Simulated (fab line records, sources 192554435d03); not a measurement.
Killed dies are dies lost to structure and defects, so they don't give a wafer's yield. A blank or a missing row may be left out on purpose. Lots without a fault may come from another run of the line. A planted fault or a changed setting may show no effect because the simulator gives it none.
fab line records | flow n5_finfet
record lots=11 wafers=33 last_day=19
route steps=1938 shown BEOL_M14@1728
lots that met no fault: from a run of the same line without faults
start_h: hours from the record's first day to the start of the lot's first wafer shown | wait_h: hours since the lot's step before | " the same as in the row above | L1.1+2: a row that stands for several wafers | - no value, or no start given | * or withheld: withheld | < > ~ a bound
route shown NAME@n: a module of which the file shows steps, and the number in the route of the first | usual: mean/standard deviation of fault-free wafers | same: alike in all rows | chamber/n: place in a boat | sites: the reading at each site | _std_site: their standard deviation | _edge_site: outer sites' mean less inner sites' | radius_mm: how far each site lies from the wafer's centre | mask NAME#n: copy n | behind: the tool/chamber that last shaped the wafer | hold: why the lot was held/for how many hours/how that ended | device: the transistor (n, p or np) that didn't switch | end of line: the same wafers' tests at the end of the route | a step without rows: its recipe alone | killed: dies lost to structure and defects at the first sort, not the wafer's yield | map: a wafer's dies, x killed, . not, _ none there
set.NAME: the setting as run; set.NAME@STEP: as run at that earlier step | model.NAME: the simulator's own value behind a step, which no gauge read
steps of the route over a sample of lots; a table a step, a row a wafer
services: from which hour (start_h, from the record's first day; less than 0 if before it) a tool's chamber was out of use, for how many hours, and why
## steps
# step N5_BEOL_M14_INSPECT_12
# recipe mode=adi inspect_instrument=macro
# usual raw_defect_count=2.0/1.3
# columns lot.wafer tool chamber start_h wait_h raw_defect_count
L579.1 defect_inspect-01 - 285.29 0.0 2
L579.3 " - " " 2
L579.6 " - " " 1
L580.2 defect_inspect-02 - 315.00 0.0 3
L580.4 " - " " 0
L580.6 " - " " 1
L583.1 defect_inspect-02 - 324.95 0.0 0
L583.3 " - " " 2
L583.4 " - " " 0
L584.1 defect_inspect-01 - 326.15 0.0 2
L584.4 " - " " 1
L584.6 " - " " 1
L586.1 defect_inspect-02 - 345.34 0.0 2
L586.3 " - " " 1
L586.4 " - " " 1
L588.2 defect_inspect-02 - 354.35 0.0 2
L588.4 " - " " 2
L588.6 " - " " 4
L592.1 defect_inspect-02 - 365.01 0.0 2
L592.2 " - " " 1
L592.5 " - " " 2
L590.2 defect_inspect-02 - 372.11 0.0 2
L590.3 " - " " 2
L590.4 " - " " 1
L591.1 defect_inspect-01 - 385.99 0.0 3
L591.5 " - " " 5
L591.6 " - " " 1
L593.1 defect_inspect-02 - 402.16 0.0 3
L593.3 " - " " 1
L593.6 " - " " 3
L600.2 defect_inspect-02 - 427.02 0.0 0
L600.5 " - " " 1
L600.6 " - " " 2
# step N5_BEOL_M14_OVL_MEAS_29
# recipe points_per_wafer=44
# usual M14_OVL=0/4.4
# columns lot.wafer tool chamber start_h wait_h M14_OVL[nm]
L579.1 overlay-01 0 286.12 0.0 2
L579.3 " 0 " " 4
L579.6 " 0 " " 1
L580.2 overlay-02 0 316.24 0.0 -2
L580.4 " 0 " " -8
L580.6 " 0 " " -4
L583.1 overlay-02 0 325.90 0.0 1
L583.3 " 0 " " -2
L583.4 " 0 " " 3
L584.1 overlay-01 0 327.31 0.0 -2
L584.4 " 0 " " -1
L584.6 " 0 " " 0
L586.1 overlay-01 0 346.29 0.0 1
L586.3 " 0 " " 0
L586.4 " 0 " " 4
L588.2 overlay-01 0 355.26 0.0 -2
L588.4 " 0 " " -4
L588.6 " 0 " " -6
L592.1 overlay-02 0 366.01 0.0 -9
L592.2 " 0 " " 0
L592.5 " 0 " " -7
L590.2 overlay-01 0 372.94 0.0 -4
L590.3 " 0 " " 3
L590.4 " 0 " " -4
L591.1 overlay-02 0 386.98 0.0 4
L591.5 " 0 " " -4
L591.6 " 0 " " 1
L593.1 overlay-02 0 403.35 0.0 -6
L593.3 " 0 " " -4
L593.6 " 0 " " 4
L600.2 overlay-01 0 427.97 0.0 -1
L600.5 " 0 " " -3
L600.6 " 0 " " 3
# step N5_BEOL_M14_TRENCH_ETCH_34
# recipe chemistry=C4F8/O2/Ar target=SiO2 target_depth_a=5566.5 mask_material=SOC he_inner_torr=15 he_outer_torr=30 time_s=126.9 ion_energy_ev=800 pressure_mtorr=20 source_w=1905 bias_w=2040 Ar_flow_sccm=400 C4F8_flow_sccm=16 O2_flow_sccm=12
# usual bias_w=2041/6.5 drypump_motor_current_A=5.8/0.5 oes_product_au=0.80/0.084 rf_vpp_V=2240/36 showerhead_plenum_p_Torr=3.45/0.13 throttle_valve_pct=30.8/0.33
# columns lot.wafer tool chamber start_h wait_h bias_w drypump_motor_current_A oes_product_au rf_hours_counter_h rf_vpp_V showerhead_plenum_p_Torr throttle_valve_pct
L579.1 rie_diel-01 2 286.63 0.0 2043 6.6 0.72 188 2211 3.27 31.2
L579.3 " 0 " " 2041 6.4 0.68 233 2181 3.54 31.3
L579.6 " 0 " " 2043 6.5 0.68 - 2181 3.54 31.3
L580.2 rie_diel-03 0 316.76 0.0 2035 5.6 0.92 17 2256 3.65 30.7
L580.4 " 1 " " 2048 5.2 0.87 - 2233 3.50 30.5
L580.6 " 2 " " 2049 5.3 0.73 - 2239 3.30 30.5
L583.1 rie_diel-03 2 326.41 0.0 2046 5.3 0.72 180 2239 3.30 30.5
L583.3 " 1 " " 2042 5.2 0.85 45 2232 3.50 30.5
L583.4 " 1 " " 2048 5.2 0.86 - 2234 3.50 30.5
L584.1 rie_diel-01 0 327.86 0.0 2050 6.5 0.67 247 2181 3.53 31.3
L584.4 " 3 " " 2043 5.9 0.84 91 2215 3.35 30.6
L584.6 " 3 " " 2040 5.9 0.84 - 2214 3.35 30.6
L586.1 rie_diel-04 3 346.80 0.0 2041 5.2 0.86 37 2320 3.63 30.4
L586.3 " 2 " " 2017 5.6 0.67 249 2276 3.25 31.1
L586.4 " 0 " " 2040 6.0 0.69 202 2207 3.42 31.4
L588.2 rie_diel-04 1 355.77 0.0 2040 6.4 0.79 78 2263 3.49 30.7
L588.4 " 1 " " 2044 6.4 0.80 - 2264 3.49 30.7
L588.6 " 3 " " 2034 5.2 0.86 - 2318 3.63 30.4
L592.1 rie_diel-03 0 366.68 0.0 2050 5.6 0.89 32 2254 3.64 30.7
L592.2 " 2 " " 2049 5.3 0.70 195 2237 3.29 30.5
L592.5 " 1 " " 2050 5.2 0.84 - 2232 3.49 30.5
L590.2 rie_diel-03 1 373.45 0.0 1963 5.2 0.83 62 2171 3.49 30.5
L590.3 " 0 " " 1970 5.6 0.88 34 2193 3.64 30.7
L590.4 " 2 " " 1976 5.3 0.70 197 2179 3.29 30.5
L591.1 rie_diel-01 2 387.49 0.0 2039 6.6 0.70 225 2213 3.25 31.3
L591.5 " 3 " " 2033 6.0 0.82 - 2213 3.33 30.6
L591.6 " 0 " " 2038 6.4 0.97 - 2179 3.52 31.1
L593.1 rie_diel-03 0 403.87 0.0 1953 5.6 0.86 46 2192 3.64 30.7
L593.3 " 3 " " 1966 6.5 0.89 27 2153 3.48 30.4
L593.6 " 0 " " 1961 5.7 0.86 - 2195 3.64 30.7
L600.2 rie_diel-04 3 428.48 0.0 2039 5.2 0.81 67 2319 3.62 30.4
L600.5 " 3 " " 2053 5.2 0.82 - 2317 3.62 30.4
L600.6 " 2 " " 2045 5.6 0.89 - 2313 3.64 31.0
# step N5_BEOL_M14_ETCH_38
# recipe chemistry=CF4/N2 target=SiCN target_depth_a=1065 taper_deg=2 time_s=120.6 ion_energy_ev=150 mask_material=SiO2 pressure_mtorr=40 source_w=430 bias_w=70 Ar_flow_sccm=100 cf4_flow_sccm=60 n2_flow_sccm=60
# usual bias_w=70.03/0.21 drypump_motor_current_A=5.8/0.5 oes_product_au=0.81/0.09 rf_vpp_V=382.8/2.3 showerhead_plenum_p_Torr=2.23/0.086 throttle_valve_pct=15.3/0.31
# columns lot.wafer tool chamber start_h wait_h bias_w drypump_motor_current_A oes_product_au rf_hours_counter_h rf_vpp_V showerhead_plenum_p_Torr throttle_valve_pct
L579.1 rie_diel-03 2 - - 69.92 5.3 0.73 166 379.0 2.11 15.2
L579.3 " 1 " " 70.19 5.1 0.88 30 384.0 2.25 15.0
L579.6 " 1 " " 70.17 5.2 0.88 - 383.2 2.25 15.0
L580.2 rie_diel-01 0 - - 70.05 6.4 0.67 244 383.9 2.26 15.8
L580.4 " 1 " " 70.21 5.7 0.83 73 380.8 2.14 15.5
L580.6 " 3 " " 70.08 5.9 0.84 - 380.1 2.14 15.1
L583.1 rie_diel-01 0 - - 69.79 6.4 0.67 247 383.1 2.26 15.8
L583.3 " 1 " " 69.63 5.7 0.83 76 380.3 2.13 15.5
L583.4 " 3 " " 70.34 5.9 0.84 91 381.5 2.14 15.1
L584.1 rie_diel-03 3 - - 70.32 6.5 0.98 1 384.4 2.26 15.0
L584.4 " 0 " " 69.80 5.6 0.91 22 386.2 2.35 15.1
L584.6 " 2 " " 70.12 5.3 0.72 - 379.4 2.10 15.2
L586.1 rie_diel-04 2 - - 70.11 5.6 0.67 250 378.6 2.09 15.8
L586.3 " 3 " " 70.19 5.2 0.86 37 386.2 2.33 15.0
L586.4 " 0 " " 70.07 6.0 0.70 202 382.3 2.19 15.9
L588.2 rie_diel-03 0 - - 70.00 5.7 0.90 30 384.8 2.35 15.1
L588.4 " 1 " " 70.15 5.2 0.85 56 383.4 2.24 15.1
L588.6 " 3 " " 69.97 6.5 0.92 - 382.4 2.25 15.0
L592.1 rie_diel-04 3 - - 70.11 5.2 0.85 46 385.0 2.33 15.0
L592.2 " 2 " " 70.05 5.6 0.97 2 385.5 2.35 15.3
L592.5 " 3 " " 70.09 5.2 0.84 - 385.4 2.33 15.0
L590.2 rie_diel-04 2 - - 69.75 5.6 0.96 4 386.5 2.35 15.4
L590.3 " 1 " " 69.71 6.4 0.78 85 382.6 2.23 15.2
L590.4 " 3 " " 70.31 5.2 0.84 49 384.6 2.32 15.0
L591.1 rie_diel-01 2 - - 70.46 6.6 0.70 226 379.4 2.09 15.9
L591.5 " 0 " " 69.90 6.4 0.95 - 383.8 2.26 15.4
L591.6 " 3 " " 69.93 5.9 0.82 - 379.7 2.13 15.1
L593.1 rie_diel-01 3 - - 69.88 5.9 0.81 120 379.5 2.13 15.1
L593.3 " 0 " " 70.19 6.4 0.95 16 383.4 2.26 15.4
L593.6 " 3 " " 70.04 6.0 0.81 - 381.0 2.13 15.1
L600.2 rie_diel-03 3 - - 70.05 6.5 0.87 37 383.2 2.24 15.1
L600.5 " 1 " " 69.74 5.2 0.82 - 382.5 2.23 15.1
L600.6 " 0 " " 70.19 5.6 0.85 - 385.3 2.34 15.2
## services
# columns tool chamber start_h hours kind
rie_diel-04 2 296.24 7.2 repair
rie_diel-03 3 303.59 - clean
rie_diel-03 3 303.59 - consumable_replace:focus_ring
rie_diel-03 3 303.59 24.1 scheduled_down
rie_diel-03 3 303.59 24.1 vent_cycle
rie_diel-01 0 335.79 - clean
rie_diel-01 0 335.79 - consumable_replace:focus_ring
rie_diel-03 0 346.69 3.6 repair
rie_diel-04 2 349.27 - clean
rie_diel-04 2 349.27 - consumable_replace:focus_ring
rie_diel-04 2 349.27 - consumable_replace:showerhead
rie_diel-04 2 349.27 16.0 scheduled_down
rie_diel-04 2 349.27 16.0 vent_cycle
rie_diel-03 3 355.22 1.7 repair
rie_diel-03 0 357.58 3.6 repair
rie_diel-04 0 357.66 5.9 repair
rie_diel-03 - 374.21 0.7 repair
## key
first_sign step=N5_BEOL_M14_TRENCH_ETCH_34 reading=bias_w direction=down sigmas=12 usual=* struck=*
effect step=N5_BEOL_M14_TRENCH_ETCH_34 reading=rf_vpp_V direction=down sigmas=1.7 usual=2240 struck=2180
met_at N5_BEOL_M14_TRENCH_ETCH_34
struck_lots L590,L593
not_acting_at N5_BEOL_M14_INSPECT_12,N5_BEOL_M14_OVL_MEAS_29,N5_BEOL_M14_ETCH_38
onset_between 366.68 373.45
fault kind=process_parameter_drift tool=rie_diel-03 chamber=- onset_h=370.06 steps=N5_BEOL_M14_TRENCH_ETCH_34 channel=bias_w offset=* shape=step end_h=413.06 acts_in=* stated=*
